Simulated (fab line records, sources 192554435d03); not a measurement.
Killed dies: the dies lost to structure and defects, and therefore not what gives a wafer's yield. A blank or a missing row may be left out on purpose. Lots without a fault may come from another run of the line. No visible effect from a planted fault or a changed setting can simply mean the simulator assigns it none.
Struck lot and sound lot, side by side || flow n5_finfet || 13 steps out of a route of 1938
Sound: the wafers L772.2, L772.3, L772.4. Struck: wafers L780.1, L780.3, L780.5. The cause comes at the end.
Order at every step that has rows: each side's tool, ch and its chambers, its first start. Under that, the readings that differ: sound wafers || struck wafers || difference of the means || sigmas: that difference in standard deviations of wafers without a fault.
alike: a reading whose means differ by less than 2 such deviations, as well as words and numbers matching on both sides. not compared: withheld readings; readings where some wafer has no value; bounds like >300 that might hide an equal value; numbers whose values overlap and for which the record gives no deviation.
Wherever a step has rows on one side only, a row that says differs or no value, or a row with sigmas, the two part there. Non-overlapping numbers with no deviation appear without sigmas and do not part them. A reading that every wafer of one side lacks parts them only if that side has two wafers or more.

first, 9 steps without rows for these wafers: N5_BEOL_M1_DEVELOP_27 (develop time 30 s); N5_BEOL_M1_DESCUM_33 (chemistry O2, time 7 s); N5_BEOL_M1_ETCH_77 (etches underlayer in N2/H2, target depth 6.5 nm, time 5.2 s); N5_BEOL_M1_ETCH_69 (etches SiARC in CF4, target depth 15.6 nm, time 26 s); N5_BEOL_M1_ALD_98 (deposits SiO2, target thk 2.5 nm, pulse time 1 s, co reactant pulse time 1 s); N5_BEOL_M1_ETCHBACK_99 (etches SiO2 in CHF3, target depth 5 nm, time 10.4 s); N5_BEOL_M1_ETCH_70 (etches SOC in N2/H2, target depth 80 nm, overetch 16 nm, time 120 s); N5_BEOL_M1_STRIP_71 (strips in N2/H2); N5_BEOL_M1_STRIP_78 (strips in N2/H2).
N5_BEOL_M1_VIA_ETCH_34: etches the open film in C4F6/O2, target depth 67.8 nm, time 64.4 s.
  sound on rie_diel-01 ch 0,1,2, day 7 13:50; struck on rie_diel-01 ch 1,3, day 9 04:35
  no value came back on the struck wafers for any of 8 readings (C4F6_flow_sccm (sccm), O2_flow_sccm (sccm) and others); on the sound wafers C4F6_flow_sccm (sccm) reads 10.000 10.021 10.014
{"reading": "model.SOC_of_BEOL_M1_COAT_67.thk_nm (nm)", "sound": "52 52.2 52.2", "struck": "60 60 60", "difference": "+8", "sigmas": ""}
{"reading": "model.SiARC_of_BEOL_M1_COAT_68.thk_nm (nm)", "sound": "0 0 0", "struck": "6.4 6.4 6.4", "difference": "+6.4", "sigmas": ""}
then, 1 step without rows for these wafers: N5_BEOL_M1_STRIP_83 (strips in C4F6/O2).
N5_BEOL_M4_RC_MEAS_101:
  the record has rows for the sound wafers here (prober-02 ch 0, day 11 03:17) and none for the struck ones
-- here the record skips 8 days between the struck wafers' starts before and after, leaving off in module BEOL_M4 and picking up in module PASSIVATION (first step shown: number 1936 of the route) --
N5_PASSIVATION_PROBE_49:
  sound on prober-01 at day 15 09:16; struck on prober-01 at day 16 22:46
{"reading": "defect_limited_yield (%)", "sound": "90.9 93.2 90.3", "struck": "0 0 0", "difference": -91, "sigmas": -65}
{"reading": "killed_at_M0_to_M3", "sound": "29 19 28", "struck": "1140 1145 1142", "difference": "+1117", "sigmas": "+99 or more"}
{"reading": "killed_at_front_end", "sound": "55 44 51", "struck": "15 14 20", "difference": -34, "sigmas": -3}
{"reading": "killed_dies", "sound": "107 80 115", "struck": "1180 1180 1180", "difference": "+1079", "sigmas": "+63"}
{"reading": "killed_on_rim", "sound": "15 11 13", "struck": "152 152 152", "difference": "+139", "sigmas": "+38"}
{"reading": "sort_bin_5_function (%)", "sound": "6.2 4.3 6.0", "struck": "96.8 97.9 96.6", "difference": "+91.6", "sigmas": "+93"}
{"reading": "sort_n_pass", "sound": "1073 1100 1065", "struck": "0 0 0", "difference": -1079, "sigmas": -63}
{"reading": "sort_yield_pct (%)", "sound": "90.9 93.2 90.3", "struck": "0 0 0", "difference": -91, "sigmas": -65}
  alike: killed_at_M4_up, killed_at_contacts, killed_at_other, killed_open, killed_short, sort_bin_6_memory

WHERE THEY PART
Last at N5_PASSIVATION_PROBE_49 as far as this record goes, first at N5_BEOL_M1_VIA_ETCH_34.

WHY: what had been put in by the simulator
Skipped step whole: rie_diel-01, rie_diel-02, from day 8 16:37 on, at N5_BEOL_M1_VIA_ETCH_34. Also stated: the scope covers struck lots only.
